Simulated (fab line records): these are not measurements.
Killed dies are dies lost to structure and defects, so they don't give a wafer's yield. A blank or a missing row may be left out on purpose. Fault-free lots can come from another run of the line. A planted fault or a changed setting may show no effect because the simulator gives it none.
fab line records    flow n5-finfet
record: lots: 4  wafers: 12  last-day: 17
route steps=1938 shown DUMMY_GATE@248 SPACER0@258 SD_EPI_N@262 BEOL_M4@1111 PASSIVATION@1936
lots untouched by any fault: they come from a run of this same line in which no faults occurred
start-h: hours from the record's first day to the start of the lot's first wafer shown    wait-h: hours elapsed since this lot's preceding step    " unchanged from the row above    L1.1+2: a single row standing in for several wafers    - value missing, or start not given    * or withheld: withheld    < > ~ a bound
route shown NAME@n: NAME is a module with steps in the file, n the number in the route of the first one    usual: mean/standard deviation of fault-free wafers    same: alike in all rows    chamber/n: place in a boat    sites: the reading at each site    _std_site: how widely they spread, as a standard deviation    _edge_site: mean of outer sites minus mean of inner sites    radius-mm: for every site, how far away it sits from the centre of the wafer    mask NAME#n: copy n    behind: tool/chamber where the wafer was last shaped    hold: the reason the lot was held/the length of the hold in hours/how it ended    device: the n, p or np transistor that did not switch    end of line: tests of these same wafers at the route's end    a step without rows: its recipe alone    killed: count of dies lost to structure and defects at first sort (not the wafer's yield)    map: shows each die of a wafer: x if killed, . if not, _ if none is there
set.NAME: the setting that was run; set.NAME@STEP: the one run at that earlier step    model.NAME: the simulator's own value behind a step, which no gauge read
lots seen at some steps along the route; tables by step, rows by wafer
services: a tool's chamber out of use, with start hour (start-h, from the record's first day; less than 0 if before it), hours out, and reason
== steps ==
step: N5_DUMMY_GATE_ETCH_44
recipe: chemistry: HBr/O2  over-etch-frac: 0.7  target-depth-a: 1275  stop-on: SiO2  ion-energy-ev: 60  bias-w: 20  target: poly-Si  mask-material: SiO2  pressure-mtorr: 20  icp-w: 400  HBr_flow_sccm: 120  O2_flow_sccm: 10
step: N5_DUMMY_GATE_ETCH_42
recipe: chemistry: CHF3/O2  target: SiO2  target-depth-a: 35  time-s: 31  ion-energy-ev: 30  bias-w: 12  pressure-mtorr: 30  source-w: 600  Ar_flow_sccm: 200  CHF3_flow_sccm: 50  O2_flow_sccm: 5
step: N5_DUMMY_GATE_STRIP_48
recipe: chemistry: N2/H2  time-s: 20  power-w: 100  temp-c: 40  pressure-mtorr: 100  rf-frequency-hz: 6e+07  bias-power-w: 3  n2-flow-sccm: 300  h2-flow-sccm: 300
step: N5_DUMMY_GATE_PRECLEAN_33
recipe: chemistry: dHF  time-s: 10  dilution: 750:1  temp-c: 25
step: N5_DUMMY_GATE_PRECLEAN_25
recipe: chemistry: O3/DIW  time-s: 45  temp-c: 22  o3-ppm: 10
step: N5_DUMMY_GATE_PRECLEAN_51
recipe: chemistry: SC2  time-s: 45  temp-c: 35  mix: 1:1:50
step: N5_DUMMY_GATE_SRD_26
recipe: dry: ipa-marangoni  time-s: 30  temp-c: 23  rinse-liquid: diw
step: N5_DUMMY_GATE_UV_OZONE_45
recipe: time-s: 120  pressure-torr: 760  temp-c: 25
step: N5_SPACER0_ALD_07
recipe: material: SiNx  target-thk-a: 20  temp-c: 400  ald-precursor-family: SiH2I2  ald-co-reactant: N2/H2-plasma  pressure-torr: 2
step: N5_SPACER0_ALD_00
recipe: material: SiOCN  target-thk-a: 35  temp-c: 400  ald-precursor-family: alkyl-aminosilane  ald-co-reactant: O2/N2-plasma  pulse-time-s: 3  purge-time-s: 2  co-reactant-purge-time-s: 2  ald-cycles: 58  pressure-torr: 2
step: N5_SPACER0_ALD_08
recipe: material: SiNx  target-thk-a: 20  temp-c: 400  ald-precursor-family: SiH2I2  ald-co-reactant: N2/H2-plasma  pressure-torr: 2
usual: heater-power-w: 862/65
lot.wafer  tool        chamber  start-h  wait-h  heater-power-w
L486.2     ald-sin-03  1        90.99    0.1     912
L486.3     "           0        "        "       828
L486.4     "           2        "        "       951
L487.1     ald-sin-03  1        96.17    0.1     934
L487.2     "           3        "        "       768
L487.5     "           1        "        "       935
L487.1     ald-sin-03  1        96.46    0.2     944
L487.2     "           3        "        "       760
L487.5     "           1        "        "       944
L491.2     ald-sin-04  0        126.39   0.1     988
L491.5     "           2        "        "       864
L491.6     "           3        "        "       834
L491.2     ald-sin-04  0        126.68   0.2     975
L491.5     "           2        "        "       887
L491.6     "           3        "        "       856
L502.1     ald-sin-02  2        186.48   0.1     818
L502.2     "           1        "        "       920
L502.5     "           3        "        "       826
step: N5_SD_EPI_N_COAT_32
recipe: resist: SOC  temp-c: 250  time-s: 60  spin-rpm: 1500  resist-thk-nm: 350
step: N5_SD_EPI_N_COAT_33
recipe: resist: SiARC  temp-c: 220  time-s: 60  spin-rpm: 1500  resist-thk-nm: 35
step: N5_SD_EPI_N_COAT_03
recipe: resist: CAR-ArF-block  spin-rpm: 1500  resist-thk-nm: 150
step: N5_SD_EPI_N_EBR_05
recipe: solvent: PGMEA  ebr-width-mm: 1.5
step: N5_SD_EPI_N_SOFTBAKE_04
recipe: temp-c: 110  time-s: 60  resist: CAR-ArF-block
step: N5_SD_EPI_N_EXPOSE_06
recipe: mask-id: SD_N_BLK  na: 1.35  source-shape: conventional  sigma-outer: 0.8  polarization: unpolarized  target-cd-nm: 120  dose-mj: 39.75
step: N5_SD_EPI_N_PEB_07
recipe: peb-temp-c: 110  peb-time-s: 60  resist: CAR-ArF-block
step: N5_SD_EPI_N_DEVELOP_08
recipe: develop-time-s: 30  developer: TMAH  resist: CAR-ArF-block  dev-temp-c: 23  rinse-liquid: diw  dry: air-spin
step: N5_SD_EPI_N_DESCUM_14
recipe: chemistry: O2  time-s: 7.9  source-power-w: 50  bias-power-w: 20  pressure-mtorr: 20  rf-frequency-hz: 2.712e+07  temp-c: 40  resist: CAR-ArF-block  o2-flow-sccm: 225
step: N5_SD_EPI_N_ETCH_34
recipe: chemistry: CF4  target: SiARC  target-depth-a: 455  mask-material: CAR-ArF-block  time-s: 75.8  ion-energy-ev: 80  pressure-mtorr: 40  source-w: 545  bias-w: 36  Ar_flow_sccm: 100  cf4-flow-sccm: 100  ends: cleared
step: N5_SD_EPI_N_ETCH_35
recipe: chemistry: N2/H2  target: SOC  overetch-a: 1080  mask-material: SiARC  temp-c: 40  ion-energy-ev: 100  source-w: 3000  bias-w: 133  pressure-mtorr: 20  time-s: 486  n2-flow-sccm: 200  h2-flow-sccm: 200
step: N5_SD_EPI_N_STRIP_36
recipe: chemistry: N2/H2  temp-c: 40  n2-flow-sccm: 200  h2-flow-sccm: 200  rf-frequency-hz: 6e+07
step: N5_SD_EPI_N_ETCHBACK_44
recipe: chemistry: CH3F/O2  mode: anisotropic-etchback  target: SiNx  target-depth-a: 145  stop-on: SiO2  over-etch-frac: 0.3  ion-energy-ev: 120  pressure-mtorr: 30  source-w: 395  bias-w: 73  Ar_flow_sccm: 150  CH3F_flow_sccm: 30  O2_flow_sccm: 20
step: N5_SD_EPI_N_ETCH_45
recipe: chemistry: CH3F/O2  target: SiOCN  target-depth-a: 60  mask-material: SOC  ion-energy-ev: 60  bias-w: 29  pressure-mtorr: 15  source-w: 410  Ar_flow_sccm: 150  CH3F_flow_sccm: 30  O2_flow_sccm: 20
step: N5_SD_EPI_N_ETCH_16
recipe: chemistry: CHF3/O2  target: SiO2  target-depth-a: 50  mask-material: SOC  pressure-mtorr: 30  source-w: 650  bias-w: 170  Ar_flow_sccm: 200  CHF3_flow_sccm: 50  O2_flow_sccm: 5  ion-energy-ev: 200
step: N5_SD_EPI_N_STRIP_47
recipe: chemistry: CHF3/O2  resist: SiARC  rf-frequency-hz: 6e+07
step: N5_SD_EPI_N_SD_RECESS_17
recipe: chemistry: HBr/Cl2/O2  target-depth-a: 410  mask-material: SOC  time-s: 23.7  bt-time-s: 3  pressure-mtorr: 10  icp-w: 800  bias-w: 112  HBr_flow_sccm: 150  Cl2_flow_sccm: 80  O2_flow_sccm: 12
step: N5_SD_EPI_N_STRIP_38
recipe: chemistry: N2/H2  power-w: 1000  temp-c: 250  h2-frac: 0.65  overash-fraction: 0.3  pressure-mtorr: withheld  n2-flow-sccm: 1750  h2-flow-sccm: 3250
step: N5_SD_EPI_N_WET_ETCH_43
recipe: chemistry: dHF  dilution: withheld  time-s: 14  target: SiO2  target-depth-a: 15  temp-c: 25
lot.wafer   tool          chamber  start-h  wait-h  model.SiNx_of_SPACER0_ALD_08.thk-nm
L486.2+3    wet-bench-04  2,6      92.51    -       1.4
L486.4      "             5        "        "       1.6
L487.1+2+5  wet-bench-01  0,1,7    98.47    -       3.6
L491.2+5+6  wet-bench-02  3,0,1    128.14   -       3.4
L502.1+2+5  wet-bench-01  1,7,3    187.99   -       1.6
step: N5_SD_EPI_N_STRIP_18
recipe: chemistry: SPM  time-s: 750  temp-c: 130  h2so4-h2o2-vol-ratio: 4
step: N5_SD_EPI_N_SRD_20
recipe: dry: ipa-marangoni  do-ppb: 5  time-s: 30  temp-c: 23  rinse-liquid: diw
step: N5_SD_EPI_N_PRECLEAN_48
recipe: chemistry: NF3:NH3  afs-cycles: 2  temp-c: 30  time-s: 20  sublimation-temp-c: 180  sublimation-time-s: 60  pressure-torr: 3  rf-power-w: 30
step: N5_SD_EPI_N_VAPOR_ETCH_50
recipe: chemistry: HCl  target: Si  temp-c: 775  time-s: 54  pressure-torr: 20  mode: isotropic
step: N5_SD_EPI_N_EPI_21
recipe: material: Si:P  dopant: P  temp-c: 680  pressure-torr: 255  time-s: 690
step: N5_BEOL_M4_RC_MEAS_101
usual: DIBL_N: 35.9/1.9  DIBL_P: 35.8/2.4  IOFF_N: 0.15/0.031  IOFF_P: 0.21/0.037  ION_N: 672/13  ION_P: 462/8.3  SS_N: 71.5/0.72  SS_P: 73.2/0.67  VT_N: 250/3.4  VT_P: -250/3.4
lot.wafer  tool       chamber  start-h  wait-h  DIBL_N[mV/V]  DIBL_P[mV/V]  IOFF_N[nA/um]  IOFF_P[nA/um]  ION_N[uA/um]  ION_P[uA/um]  SS_N[mV/dec]  SS_P[mV/dec]  VT_N[mV]  VT_P[mV]
L486.2     prober-02  0        203.16   0.2     35.0          35.6          0.13           0.20           659           458           71.2          72.7          254       -251
L486.3     "          0        "        "       34.3          34.7          0.13           0.19           657           462           70.4          72.9          252       -251
L486.4     "          0        "        "       38.3          39.3          0.21           0.27           690           473           71.4          74.4          245       -247
L487.1     prober-02  0        205.25   0.0     27.5          28.7          0.06           0.07           596           400           70.6          71.6          267       -271
L487.2     "          0        "        "       27.9          29.6          0.06           0.08           591           405           70.9          72.7          264       -272
L487.5     "          0        "        "       29.3          31.0          0.07           0.08           613           411           70.4          72.5          262       -271
L491.2     prober-01  0        253.21   0.2     29.5          30.7          0.08           0.11           607           420           70.6          72.2          262       -262
L491.5     "          0        "        "       28.6          28.9          0.07           0.10           613           417           70.5          71.6          262       -265
L491.6     "          0        "        "       27.3          27.7          0.06           0.09           598           413           69.0          72.0          265       -262
L502.1     prober-02  0        313.58   0.0     34.6          33.2          0.13           0.19           672           468           70.9          72.1          253       -247
L502.2     "          0        "        "       33.2          31.9          0.11           0.18           656           461           71.2          71.9          255       -248
L502.5     "          0        "        "       34.8          33.0          0.13           0.19           670           464           70.8          72.3          255       -250
step: N5_PASSIVATION_PROBE_49
usual: defect-limited-yield: 91.6/1.2  killed_at_M0_to_M3: 33/9.4  killed_at_M4_up: 13/5.2  killed-at-contacts: 13/5.6  killed-at-front-end: 37/9.5  killed-at-other: 4/3.1  killed-dies: 99/15  killed-open: 65/11  killed-short: 32/7.5  sort_bin_5_function: 4.9/0.77  sort_bin_6_memory: 3.1/0.65  sort_bin_8_speed: 0.01/0.056  sort-n-pass: 1081/15  sort-yield-pct: 91.6/1.2
same: gross-dies: 1180  killed-at-back-side: 0  sort_bin_4_leakage[%]: 0
lot.wafer  tool       chamber  start-h  wait-h  defect-limited-yield[%]  killed_at_M0_to_M3  killed_at_M4_up  killed-at-contacts  killed-at-front-end  killed-at-other  killed-dies  killed-open  killed-short  sort_bin_5_function[%]  sort_bin_6_memory[%]  sort_bin_8_speed[%]  sort-n-pass  sort-yield-pct[%]
L487.1     prober-01  -        321.80   0.0     90.7                     40                  20               18                  32                   0                110          89           21            6.0                     3.1                   90.68                0            0
L487.2     prober-01  -        321.85   0.1     92.7                     28                  19               7                   31                   1                86           52           33            4.3                     2.5                   92.71                0            0
L487.5     prober-01  -        322.00   0.2     89.7                     51                  28               10                  30                   2                121          82           37            5.4                     4.4                   89.75                0            0
L491.2     prober-01  -        368.25   0.1     89.1                     42                  13               10                  58                   6                129          87           42            6.4                     4.2                   88.90                2            0.2
L491.5     prober-01  -        368.40   0.2     92.8                     32                  6                16                  29                   2                85           59           25            4.2                     2.7                   92.71                1            0.1
L491.6     prober-01  -        368.45   0.3     88.3                     54                  19               18                  46                   1                138          106          32            6.7                     4.6                   88.31                0            0
killed by level:class
L487.1 MOL_CONTACT_COAG:geometric-particle:open=16 BEOL_M4:geometric-particle:open=12 BEOL_M3:geometric-particle:open=10 FIN_SAQP:geometric-particle:open=9 STI_FIN_REVEAL:geometric-particle:open=8 BEOL_M1:geometric-particle:open=7 BEOL_M0_SAQP:geometric-particle:short=6 BEOL_M0:geometric-particle:open=6
L487.2 FIN_SAQP:geometric-particle:short=8 BEOL_M3:geometric-particle:open=8 BEOL_M4:geometric-particle:open=7 FIN_SAQP:geometric-particle:open=6 BEOL_M1:geometric-particle:open=5 ILD0:geometric-particle:short=4 ILD0:geometric-particle:open=4 MOL_CONTACT_COAG:geometric-particle:open=4
L487.5 BEOL_M4:geometric-particle:open=14 BEOL_M3:geometric-particle:open=10 MOL_CONTACT_COAG:geometric-particle:open=9 BEOL_M2:geometric-particle:open=9 BEOL_M0_SAQP:geometric-particle:short=8 BEOL_M0_SAQP:geometric-particle:open=8 FIN_SAQP:geometric-particle:short=6 FIN_SAQP:geometric-particle:open=6
L491.2 STI_FIN_REVEAL:geometric-particle:open=18 BEOL_M0_SAQP:geometric-particle:open=17 FIN_SAQP:geometric-particle:short=10 BEOL_M0_SAQP:geometric-particle:short=9 MOL_CONTACT_COAG:geometric-particle:open=8 FIN_SAQP:geometric-particle:open=7 BEOL_M4:geometric-particle:open=6 GATE_CUT:geometric-particle:short=5
L491.5 STI_FIN_REVEAL:geometric-particle:open=15 MOL_CONTACT_COAG:geometric-particle:open=14 BEOL_M0_SAQP:geometric-particle:short=10 BEOL_M2:geometric-particle:open=8 BEOL_M0_SAQP:geometric-particle:open=7 FIN_SAQP:geometric-particle:short=4 BEOL_M1:geometric-particle:open=4 STI_FIN_REVEAL:geometric-particle:short=2
L491.6 BEOL_M0_SAQP:geometric-particle:open=18 STI_FIN_REVEAL:geometric-particle:open=16 MOL_CONTACT_COAG:geometric-particle:open=14 FIN_SAQP:geometric-particle:open=11 BEOL_M2:geometric-particle:open=10 BEOL_M0_SAQP:geometric-particle:short=10 STARTING-WAFER:geometric-particle:open=6 BEOL_M1:geometric-particle:open=5
map L487.5 (x killed, . not)
_________________............________________
______________.............x.x.._____________
___________.......x..x.............__________
__________.............x..x.xx....xx_________
________............x....x..x..x...x.._______
_______...x...x.x..............x.......______
______............x.x..x........xxx....x_____
_____x............x.........x...x........____
____............x...........x..x..........___
___....................x........x..........__
___.......x..x.....x.......................__
__....x.............x........xx..x.........x_
__..x...............x........x.....x..x....x_
_x......x.................x..........x....x..
_........................x................x..
_.......x...............x...x......x.....x...
_..x.....x................x........x.....x...
_..........x...x...............x..x..........
_x........x..............................x...
_x......x.x...x.........xx..........x......x.
_....x.........x......x..x...x........x...x..
__.x.......x.....x.........x...........x...._
__.................x......x................._
___...........x..x.xx......x...............__
___...............x...............x.x......__
____....x...........x.x.x.x.....x.........___
_____............................x.......____
______...x.............................._____
_______........................x.......______
________x....x..................x....._______
__________.x........................_________
___________........................__________
______________......x..........._____________
_________________.x.x....x...________________
map L491.6 (x killed, . not)
_________________.....x......________________
______________.........x.x.x...._____________
___________....xx..x....x..........__________
__________.......x..........xx......_________
________.................x....x......._______
_______...x.....x....x..........x......______
______.x...x...................x........_____
_____.xx.x...................x...x..x....____
____...x...x...x.xx...x....x......x....x..___
___.x...................x....x.............__
___......x..........x............x.........__
__......x.....x.......x.............xx......_
__x.....x......................xx......xx..._
_........xx....x...........x.................
_............x.........x..x.............x....
_..x....x.....x...............x.....x.....x..
_...................x.x............x....x....
_.x....x..................x....x......x...x..
_......xx...xx.......x.........x.............
_................x......x......x.............
_..x....x............x......x...........x....
__....x....................................._
__............xx..x....................xx..._
___x......x.x..xx..............x........x..__
___.x.......x.................xx...........__
____..x........................xxxx.......___
_____.x..x....x.xx.......................____
______....xx....x.x.........x..x.x....x._____
_______...x........x..................x______
________.........x...................._______
__________......x..........x........_________
___________...x.................x..__________
______________.......x..x..x...._____________
_________________......xx....________________
== services ==
tool        chamber  start-h  hours  kind
ald-sin-02  -        85.25    14.0   pm
ald-sin-02  0        85.25    14.0   vent-cycle
ald-sin-02  1        85.25    14.0   vent-cycle
ald-sin-02  2        85.25    14.0   vent-cycle
ald-sin-02  3        85.25    14.0   vent-cycle
ald-sin-02  0        99.25    -      clean
ald-sin-02  1        99.25    -      clean
ald-sin-02  2        99.25    -      clean
ald-sin-02  3        99.25    -      clean
ald-sin-04  1        141.33   2.9    repair
ald-sin-02  1        145.62   15.5   repair
ald-sin-03  -        154.15   14.6   pm
ald-sin-04  1        155.26   4.3    repair
ald-sin-02  -        171.60   0.4    repair
ald-sin-04  -        177.93   14.0   pm
ald-sin-04  0        177.93   14.0   vent-cycle
ald-sin-04  1        177.93   14.0   vent-cycle
ald-sin-04  2        177.93   14.0   vent-cycle
ald-sin-04  3        177.93   14.0   vent-cycle
== key ==
first-sign: step: N5_SPACER0_ALD_08  reading: visit  direction: added
effect: step: N5_BEOL_M4_RC_MEAS_101  reading: SS_P  direction: down  sigmas: 1.6  usual: 73.2  struck: 72.1
effect: step: N5_BEOL_M4_RC_MEAS_101  reading: SS_N  direction: down  sigmas: 1.6  usual: 71.5  struck: 70.3
effect: step: N5_PASSIVATION_PROBE_49  reading: sort_bin_8_speed  direction: up  sigmas: 99+  usual: 0.01  struck: 90.51
model-effect: step: N5_SD_EPI_N_WET_ETCH_43  value: SiNx_of_SPACER0_ALD_08.thk-nm  without: 1.533  struck: 3.5
met-at N5_SPACER0_ALD_08
struck-wafers L487.1,L487.2,L487.5,L491.2,L491.5,L491.6
fault: kind: repeated-step-whole  tool: ald-sin-02,ald-sin-03,ald-sin-04  chamber: -  onset-h: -  steps: N5_SPACER0_ALD_08  times: 1  scope: struck-lots-only
